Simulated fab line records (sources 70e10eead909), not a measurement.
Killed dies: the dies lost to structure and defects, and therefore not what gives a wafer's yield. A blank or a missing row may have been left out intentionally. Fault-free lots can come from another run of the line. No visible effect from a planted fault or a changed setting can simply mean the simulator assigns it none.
Comparing a struck lot with a sound one | flow nand harc | 14 out of 1159 route steps
Sound: wafers L156.2, L156.4, L156.5. Struck: wafers L174.1, L174.5, L174.6. The cause is named last.
At each step with rows: each side's tool, then ch and its chambers, then its first start. Under that, the readings that differ: sound wafers | struck wafers | difference of the means | sigmas: that difference in standard deviations of wafers without a fault.
alike: readings with means less than 2 such deviations apart, plus words and numbers identical on both sides. not compared: withheld readings, readings lacking a value on some wafer, bounds such as >300 that could conceal the same value, and numbers that have no deviation in the record and whose values overlap.
The two part at a step that has a row with sigmas, a row that says differs or no value, or rows on one side only. When numbers do not overlap yet have no deviation, they are printed without sigmas and do not part them. A reading missing from all wafers of one side parts the sides only when that side holds two or more wafers.

first, 7 steps without rows for these wafers: NHARC_A_STAIRCASE_COAT_03; NHARC_A_STAIRCASE_SOFTBAKE_04 (time 170 s); NHARC_A_STAIRCASE_EBR_05; NHARC_A_STAIRCASE_EXPOSE_06 (exposes mask STAIR); NHARC_A_STAIRCASE_PEB_07 (peb time 130 s); NHARC_A_STAIRCASE_DEVELOP_08 (time 140 s); NHARC_A_STAIRCASE_HARDBAKE_10 (time 140 s).
NHARC_A_STAIRCASE_DESCUM_11: chemistry O2, time 3 s.
  sound on rie diel-05 ch 0,2,3, day 11 15:27; struck on rie diel-13 ch 2,3, day 15 06:31
  alike: drypump motor current A, mfc ar sccm, oes product au, rf vpp V, showerhead plenum p Torr, throttle valve pct
  not compared: rf hours counter h
NHARC_A_STAIRCASE_TRIM_12: chemistry O2, time 211.2 s.
  sound on rie diel-05 ch 0,1,2, day 11 15:36; struck on rie diel-13 ch 0,1, day 15 06:38
  alike: drypump motor current A, mfc ar sccm, oes product au, rf vpp V, showerhead plenum p Torr, throttle valve pct
  not compared: rf hours counter h
NHARC_A_STAIRCASE_ETCH_13: etches the open film in C4F8/O2, target depth 100 nm, time 40.5 s.
  sound on rie diel-05 ch 0,3; struck on rie diel-13 ch 0,1,2
  alike: bias w, chamber pressure mTorr, oes product au, rf vpp V
  not compared: rf hours counter h
NHARC_A_STAIRCASE_TRIM_14: chemistry O2, time 211.2 s.
  sound on rie diel-05 ch 1,3; struck on rie diel-13 ch 1,2
  reading            | sound | struck            | difference | sigmas
  mfc ar sccm (sccm) | 0 0 0 | 0.009 0.008 0.009 | +0.009     | +3
  alike: drypump motor current A, oes product au, rf vpp V, showerhead plenum p Torr, throttle valve pct
  not compared: rf hours counter h
NHARC_A_STAIRCASE_ETCH_15: etches the open film in C4F8/O2, target depth 100 nm, time 40.5 s.
  sound on rie diel-05 ch 1,2,3, day 11 16:03; struck on rie diel-13 ch 0,1,3, day 15 07:05
  no value came back on the struck wafers for bias w (W), chamber pressure mTorr (mTorr), oes product au (a.u.), rf vpp V (V); on the sound wafers bias w (W) reads 998 997 994
  not compared: rf hours counter h
NHARC_A_STAIRCASE_TRIM_16: chemistry O2, time 211.2 s.
  sound on rie diel-05 ch 0,1,3; struck on rie diel-13 ch 0,1,2
  alike: drypump motor current A, mfc ar sccm, oes product au, rf vpp V, showerhead plenum p Torr, throttle valve pct
  not compared: rf hours counter h
-- the record jumps here: 9 days lie between the struck wafers' starts before and after (it left off in module A_STAIRCASE and takes up again in module END, whose first step shown is number 1159 of the route) --
NHARC_END_SORT_01:
  only the struck wafers appear in the record here, on prober-01 ch 0 at day 24 03:02; the sound ones have no rows

== WHERE THEY PART ==
Earliest at NHARC_A_STAIRCASE_TRIM_14; latest, in this record, at NHARC_END_SORT_01.

WHY: the cause the simulator had injected
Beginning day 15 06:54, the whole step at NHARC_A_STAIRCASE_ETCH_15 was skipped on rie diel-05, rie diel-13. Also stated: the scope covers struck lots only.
